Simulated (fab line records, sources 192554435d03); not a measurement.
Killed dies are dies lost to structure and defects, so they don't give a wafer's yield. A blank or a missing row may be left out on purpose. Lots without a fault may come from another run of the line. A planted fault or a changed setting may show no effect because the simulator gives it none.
Split-lot experiment | flow n5_finfet | 7 lots, 21 wafers read, on a route of 1938 steps

THE SPLIT
At N5_BEOL_M5_COAT_71 (time 60 s, resist thk 5 nm), the setting spin_rpm was moved away from the recipe's 1500 rpm on 4 of the 21 wafers read, by -3.5% to +9.2%. The other wafers ran this setting at the recipe's value.

FROM THE SPLIT TO THE READING: what the file shows between them, 3 steps
- N5_BEOL_M5_COAT_05: resist thk 30 nm
- N5_BEOL_M5_EBR_07
- N5_BEOL_M5_DESCUM_16: chemistry O2, time 7 s

THE READING
etch.depth_nm (the simulator's own value, which no gauge read), in nm, at N5_BEOL_M5_ETCH_72 (etches underlayer in N2/H2, target depth 6.5 nm, time 5.2 s). The file gives no usual value for it. The 17 wafers here that ran the recipe average 5.006 nm, standard deviation 0.013 nm.

wafer  | tool, chamber at the split | spin_rpm as run, rpm | against the recipe | etch.depth_nm, nm | against lot-mates on the recipe
L079.3 | litho_track-01, 0          | 1500                 | recipe             | 4.991             | -
L079.4 | litho_track-01, 0          | 1500                 | recipe             | 5                 | -
L079.6 | litho_track-01, 0          | 1500                 | recipe             | 4.987             | -
L085.1 | litho_track-04, 0          | 1500                 | recipe             | 5.02              | -
L085.4 | litho_track-04, 0          | 1500                 | recipe             | 5.015             | -
L085.5 | litho_track-04, 0          | 1447                 | -3.5%              | 5.127             | +0.109
L089.3 | litho_track-01, 0          | 1500                 | recipe             | 5.012             | -
L089.5 | litho_track-01, 0          | 1500                 | recipe             | 5.01              | -
L089.6 | litho_track-01, 0          | 1597                 | +6.5%              | 4.875             | -0.136
L087.2 | litho_track-05, 0          | 1500                 | recipe             | 5.005             | -
L087.3 | litho_track-05, 0          | 1500                 | recipe             | 5.041             | -
L087.5 | litho_track-05, 0          | 1500                 | recipe             | 5.011             | -
L090.2 | litho_track-04, 0          | 1500                 | recipe             | 5.009             | -
L090.5 | litho_track-04, 0          | 1500                 | recipe             | 4.99              | -
L090.6 | litho_track-04, 0          | 1500                 | recipe             | 5.003             | -
L094.1 | litho_track-01, 0          | 1500                 | recipe             | 5.016             | -
L094.4 | litho_track-01, 0          | 1500                 | recipe             | 5.003             | -
L094.6 | litho_track-01, 0          | 1604                 | +6.9%              | 4.847             | -0.162
L097.2 | litho_track-04, 0          | 1500                 | recipe             | 4.994             | -
L097.3 | litho_track-04, 0          | 1500                 | recipe             | 4.995             | -
L097.6 | litho_track-04, 0          | 1638                 | +9.2%              | 4.772             | -0.223

THE FIT
A straight line over all 21 wafers: etch.depth_nm changes by -0.0245 nm for each +1% of spin_rpm; r = -0.98; the points scatter about the line by 0.016 nm.
The same after taking each lot's own level away (the mean of its wafers on the recipe; 21 wafers): -0.024 nm for each +1%; r = -0.99; scatter 0.01 nm.
On that fit, the largest move of spin_rpm shifts the reading by 0.22 nm.
The lots' own levels span 4.9927 to 5.0190 nm, that is 2.0 times the standard deviation above.
So the lot-to-lot level changes the slope little: the two slopes agree.
Check: with one of the wafers moved furthest among these (+9.2%) left out of the fit, the line predicts -0.215 nm for it against its lot-mates. It came out at -0.223 nm against them.

OTHER SPLITS ON THESE WAFERS
These wafers also went through other splits before the reading. Each is held against what the fit with the lots' levels taken away leaves over:
other split on the same wafers | wafers away from the commonest value | r with etch.depth_nm (lot level and that fit taken away)
N5_BEOL_M3_EXPOSE_25 dose_mj   | 5                                    | +0.03
N5_BEOL_M4_ETCH_64 bias_w      | 6                                    | +0.23
N5_BEOL_M4_COAT_67 spin_rpm    | 10                                   | -0.10

THE FILE'S OWN FIT
etch.depth_nm changes by -0.0238 nm for each +1% of spin_rpm, r = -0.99.
